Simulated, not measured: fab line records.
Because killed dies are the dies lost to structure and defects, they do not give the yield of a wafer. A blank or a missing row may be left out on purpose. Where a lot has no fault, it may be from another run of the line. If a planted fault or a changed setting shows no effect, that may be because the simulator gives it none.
Which tool was responsible? | flow n5_finfet | Sampling: 9 lots, 27 wafers, 6 of 1938 route steps

== WHAT THE GAUGES READ, wafer by wafer ==
N5_BEOL_M12_CD_MEAS_10 targets a cd of 140 nm.
lot  | measured     | on        | cd_nm (nm)
L680 | day 11 10:49 | cd_sem-01 | 139.6 140.1 139.5
L679 | day 11 11:04 | cd_sem-03 | 140.3 140.8 140.7
L682 | day 11 17:29 | cd_sem-03 | 140.4 140.9 139.4
L684 | day 12 07:40 | cd_sem-01 | 138.8 141.1 140.5
L691 | day 14 14:02 | cd_sem-01 | 142.9 141.6 141.2
L697 | day 15 12:16 | cd_sem-01 | 142.3 141.2 140.7
L695 | day 15 12:31 | cd_sem-01 | 141.9 140.6 142.2
L698 | day 15 15:26 | cd_sem-01 | 140.5 138.1 139.4
L699 | day 16 09:34 | cd_sem-03 | 141.1 140.3 140.6

N5_BEOL_M12_CD_MEAS_17 targets a cd of 140 nm.
lot  | measured     | on        | cd_nm (nm)
L680 | day 11 11:29 | cd_sem-01 | 140.2 141.6 141.2
L679 | day 11 11:39 | cd_sem-01 | 139.9 141.8 141.7
L682 | day 11 18:04 | cd_sem-03 | 139.5 141.3 139.1
L684 | day 12 08:23 | cd_sem-02 | 140.7 141.5 141.4
L691 | day 14 14:37 | cd_sem-03 | 151.6 151.3 150.2
L697 | day 15 13:17 | cd_sem-02 | 143.1 141.9 142.3
L695 | day 15 13:28 | cd_sem-02 | 151.2 149.8 151.2
L698 | day 15 16:01 | cd_sem-01 | 139.4 137.6 139.2
L699 | day 16 10:08 | cd_sem-01 | 141.8 140.2 142.2

== WHAT TOOL EACH LOT RAN ON (gives the tool, then ch and the chambers of the sampled wafers, and finally the start) ==
lot  | N5_BEOL_M11_SURFACE_TREAT_76 | N5_BEOL_M11_SPUTTER_48       | N5_BEOL_M12_ETCH_59                | N5_BEOL_M12_STRIP_63
L680 | pvd_sputter-01, day 11 08:28 | pvd_sputter-03, day 11 09:02 | rie_diel-01 ch 1,3, day 11 11:02   | plasma_asher-01 ch 0,1, day 11 11:17
L679 | pvd_sputter-01, day 11 08:40 | pvd_sputter-03, day 11 09:12 | rie_diel-05 ch 1,2,3, day 11 11:11 | plasma_asher-01 ch 0,1, day 11 11:26
L682 | pvd_sputter-01, day 11 14:49 | pvd_sputter-02, day 11 15:01 | rie_diel-01 ch 2,3, day 11 17:36   | plasma_asher-01 ch 0,1, day 11 17:53
L684 | pvd_sputter-02, day 12 05:46 | pvd_sputter-02, day 12 06:14 | rie_diel-05 ch 0,1,3, day 12 07:55 | plasma_asher-01 ch 0,1, day 12 08:10
L691 | pvd_sputter-01, day 14 11:19 | pvd_sputter-01, day 14 11:29 | rie_diel-01 ch 2,3, day 14 14:10   | plasma_asher-02 ch 0,1, day 14 14:25
L697 | pvd_sputter-02, day 15 09:49 | pvd_sputter-01, day 15 10:05 | rie_diel-06 ch 0,1,3, day 15 12:49 | plasma_asher-02 ch 0,1, day 15 13:04
L695 | pvd_sputter-02, day 15 09:53 | pvd_sputter-02, day 15 10:09 | rie_diel-01 ch 0,2, day 15 12:51   | plasma_asher-01 ch 0,1, day 15 13:13
L698 | pvd_sputter-02, day 15 13:37 | pvd_sputter-02, day 15 13:51 | rie_diel-05 ch 1,3, day 15 15:34   | plasma_asher-01 ch 0,1, day 15 15:50
L699 | pvd_sputter-02, day 16 07:17 | pvd_sputter-01, day 16 07:34 | rie_diel-05 ch 0,1,2, day 16 09:41 | plasma_asher-01 ch 0, day 16 09:56
- N5_BEOL_M11_SURFACE_TREAT_76
- N5_BEOL_M11_SPUTTER_48: material Cu, target thk 12 nm, time 2 s.
- N5_BEOL_M12_ETCH_59: etches BARC in N2/H2, target depth 89 nm, overetch 26.7 nm, time 67.9 s.
- N5_BEOL_M12_STRIP_63: strips in N2/H2.

== WHAT THE TOOLS THEMSELVES READ (means of the sampled wafers that have a number; where no wafer has one, the mark that the record gives instead) ==
N5_BEOL_M11_SPUTTER_48.
lot  | tool           | cathode_dc_power_W (W) | throttle_valve_pct (%)
L680 | pvd_sputter-03 | 26000                  | 29.6
L679 | pvd_sputter-03 | 25995                  | 29.6
L682 | pvd_sputter-02 | 26000                  | 29.2
L684 | pvd_sputter-02 | 26003                  | 30.0
L691 | pvd_sputter-01 | 26001                  | 30.1
L697 | pvd_sputter-01 | 25997                  | 29.9
L695 | pvd_sputter-02 | 25999                  | 29.2
L698 | pvd_sputter-02 | 25997                  | 30.3
L699 | pvd_sputter-01 | 25996                  | 30.1

N5_BEOL_M12_ETCH_59.
lot  | tool        | drypump_motor_current_A (A) | n2_flow_sccm (sccm) | oes_product_au (a.u.) | rf_vpp_V (V) | showerhead_plenum_p_Torr (Torr) | throttle_valve_pct (%)
L680 | rie_diel-01 | 5.5                         | 200.1               | 0.64                  | 521.4        | 2.46                            | 17.77
L679 | rie_diel-05 | 5.6                         | 200.1               | 0.72                  | 524.8        | 2.58                            | 17.76
L682 | rie_diel-01 | 5.3                         | 200.7               | 0.65                  | 521.2        | 2.44                            | 17.79
L684 | rie_diel-05 | 5.5                         | 200.1               | 0.71                  | 524.1        | 2.58                            | 17.63
L691 | rie_diel-01 | 5.4                         | 200.1               | 0.64                  | 520.1        | 2.44                            | 17.77
L697 | rie_diel-06 | 5.6                         | 200.5               | 0.69                  | 527.1        | 2.64                            | 18.01
L695 | rie_diel-01 | 5.6                         | 200.5               | 0.67                  | 520.9        | 2.45                            | 17.93
L698 | rie_diel-05 | 5.7                         | 199.7               | 0.69                  | 525.3        | 2.60                            | 17.66
L699 | rie_diel-05 | 5.7                         | 200.0               | 0.68                  | 523.9        | 2.48                            | 17.85

N5_BEOL_M12_STRIP_63.
lot  | tool            | drypump_motor_current_A (A) | heater_power_w (W) | n2_flow_sccm (sccm) | oes_product_au (a.u.) | strip_time_to_endpoint_s (s)
L680 | plasma_asher-01 | 5.0                         | 339                | 1756                | 0.695                 | 42.7
L679 | plasma_asher-01 | 4.8                         | 359                | 1750                | 0.693                 | 42.7
L682 | plasma_asher-01 | 5.0                         | 343                | 1746                | 0.692                 | 42.0
L684 | plasma_asher-01 | 4.8                         | 356                | 1752                | 0.696                 | 42.1
L691 | plasma_asher-02 | 5.9                         | 275                | 1750                | 0.678                 | 30.2
L697 | plasma_asher-02 | 5.8                         | 327                | 1752                | 0.693                 | 43.1
L695 | plasma_asher-01 | 4.8                         | 358                | 1751                | 0.678                 | 31.6
L698 | plasma_asher-01 | 4.8                         | 353                | 1751                | 0.690                 | 41.5
L699 | plasma_asher-01 | 5.1                         | 326                | 1754                | 0.690                 | 42.6

== THE ANSWER, worked out from the rows above alone ==
Rule: what is usual is taken from the lots themselves. The widest of any qualifying gaps counts: lots, ordered by their means at a reading, are off when they make up no more than a third of the lots, leave a main group of 4 or more, and stand apart from it by 3 or more times the standard deviation of that group's means. A main group whose means are all the same, to the digits that the tables above print for the reading, isn't used. Also off: a lot with no number at a reading for which 4 or more lots have one. The other lots that the step has rows for count as sound. First the gauges in route order, then the tools' own readings, where a lot's mean is used as printed above. The first step at which some lot is off is used, and at that step the reading that is off furthest; a lot without a number counts as furthest.
Off at N5_BEOL_M12_CD_MEAS_17 (cd_nm): L691, L695. Mean 140.8 nm and standard deviation 1.1 in the main group.
A tool fits if, at a process step before that reading, it ran every lot that is off, and no sound lot after the first of them. The gauges at N5_BEOL_M12_CD_MEAS_17 aren't tried: what is off there is off at N5_BEOL_M12_STRIP_63 too, on other tools, and a gauge's error can't cause that. One fits: N5_BEOL_M12_ETCH_59 on rie_diel-01. A fault onset in the window from L682 (day 11 17:36, its last sound lot) to L691 (day 14 14:10, its first lot off) fits.

== WHAT THE SIMULATOR PUT IN ==
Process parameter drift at N5_BEOL_M12_ETCH_59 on rie_diel-01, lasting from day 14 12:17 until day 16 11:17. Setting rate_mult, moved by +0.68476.
Lots struck among those shown: L691, L695. The rule above found the same.
